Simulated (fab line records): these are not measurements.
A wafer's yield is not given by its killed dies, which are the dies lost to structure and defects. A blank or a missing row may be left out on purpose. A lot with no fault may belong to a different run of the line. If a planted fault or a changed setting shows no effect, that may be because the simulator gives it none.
Chamber matching | flow n5_finfet | N5_BEOL_M7_PECVD_70 on pecvd-02: 3 sister chambers
The step deposits SiO2 from TEOS/O2, target thk 20 nm, time 22.7 s. 6 wafers are shown with their chamber, then 12 later ones without.

WAFERS, EACH WITH ITS CHAMBER
wafer  | chamber | throttle_valve_pct (%) | showerhead_plenum_p_Torr (Torr)
L086.2 | 0       | 22.7                   | 8.82
L091.4 | 2       | 21.2                   | 8.75
L091.5 | 0       | 22.8                   | 8.80
L090.1 | 1       | 22.8                   | 8.84
L090.2 | 2       | 21.2                   | 8.76
L090.6 | 1       | 22.6                   | 8.86

WAFERS MISSING THEIR CHAMBER
wafer  | throttle_valve_pct (%) | showerhead_plenum_p_Torr (Torr)
L092.1 | 22.8                   | 8.86
L092.2 | 21.6                   | 8.75
L092.4 | 21.4                   | 8.74
L093.1 | 22.4                   | 8.88
L093.3 | 21.3                   | 8.76
L093.4 | 21.6                   | 8.75
L095.2 | 22.8                   | 8.81
L095.4 | 22.8                   | 8.86
L095.5 | 22.5                   | 8.80
L096.1 | 22.7                   | 8.89
L096.4 | 22.5                   | 8.85
L096.5 | 21.5                   | 8.75

THE CHAMBER EACH PASSED THROUGH
wafer  | from the rows above     | in truth
L092.1 | 1                       | 1
L092.2 | 2                       | 2
L092.4 | 2                       | 2
L093.1 | 1                       | 1
L093.3 | 2                       | 2
L093.4 | 2                       | 2
L095.2 | 0                       | 0
L095.4 | 1                       | 1
L095.5 | can't be placed: 0 or 1 | 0
L096.1 | 1                       | 1
L096.4 | 1                       | 1
L096.5 | 2                       | 2
Correct placement for 11 of the 12. Not placeable from these rows: 1 (in 1, the candidates include the true chamber). Placed wrongly: 0.
How it was worked out, from the rows above alone: a wafer's distance from a chamber is the root of the sum, over the readings, of the square of ((its reading less the chamber's mean) divided by the reading's scatter). The wafer belongs to the nearest chamber; if the next one is less than 2 further off, it can't be placed. The mean given for a chamber averages the wafers shown for that chamber. The scatter is the square root of a quotient: the sum, over the shown wafers, of each reading's squared deviation from its chamber's mean, divided by wafers minus chambers.
